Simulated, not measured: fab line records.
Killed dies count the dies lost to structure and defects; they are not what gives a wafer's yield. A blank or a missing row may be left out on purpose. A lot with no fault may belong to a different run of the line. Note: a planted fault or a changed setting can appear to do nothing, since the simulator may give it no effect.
Chamber matching | flow nand harc | NHARC_A_CHANNEL_FILL_D2_CMP_10 on cmp-04: 4 sister chambers
The step polishes, target thk 150 nm. 8 wafers are shown with their chamber, then 11 later ones without.

WAFERS PAIRED WITH THEIR CHAMBERS
wafer  | chamber | motor current A (A) | time to endpoint s (s)
L088.2 | 2       | 13.4                | 16.9
L088.3 | 0       | 12.5                | 16.9
L088.4 | 1       | 10.2                | 16.6
L088.6 | 0       | 12.3                | 18.8
L091.1 | 2       | 12.2                | 15.1
L091.4 | 3       | 11.7                | 18.8
L091.6 | 3       | 12.1                | 18.5
L091.2 | 1       | 9.4                 | 13.7

WAFERS MISSING THEIR CHAMBER
wafer  | motor current A (A) | time to endpoint s (s)
L091.3 | 12.5                | 15.3
L091.5 | 12.9                | 15.5
L093.2 | 10.1                | 10.0
L093.3 | 11.4                | 12.0
L093.4 | 11.5                | 15.7
L093.1 | 12.8                | 12.8
L093.5 | 12.1                | 11.0
L093.6 | 10.1                | 11.4
L094.4 | 11.8                | 11.9
L094.5 | 11.9                | 15.9
L094.6 | 13.0                | 9.1

CHAMBER TAKEN BY EACH
wafer  | from the rows above               | in truth
L091.3 | can't be placed: 2 or 0 or 3      | 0
L091.5 | can't be placed: 2 or 0           | 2
L093.2 | 1                                 | 1
L093.3 | can't be placed: 1 or 2 or 0 or 3 | 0
L093.4 | can't be placed: 3 or 0 or 2 or 1 | 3
L093.1 | can't be placed: 2 or 0           | 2
L093.5 | can't be placed: 2 or 0 or 1 or 3 | 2
L093.6 | 1                                 | 1
L094.4 | can't be placed: 2 or 1 or 0 or 3 | 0
L094.5 | can't be placed: 2 or 0 or 3      | 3
L094.6 | can't be placed: 2 or 0           | 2
Correct placement for 2 of the 11. Can't be placed from these rows: 9 (the true chamber is among the candidates in 9). Wrongly placed: 0.
How it was worked out, from the rows above alone: a wafer's distance from a chamber is the root of the sum, over the readings, of the square of ((its reading less the chamber's mean) divided by the reading's scatter). If the next closest chamber is less than 2 further off than the closest, the wafer can't be placed; otherwise it belongs to the closest. Each chamber's mean is taken over the wafers shown for it. The scatter: the root of (the sum of the squares of (reading less its chamber's mean) over the shown wafers, divided by (wafers less chambers)).
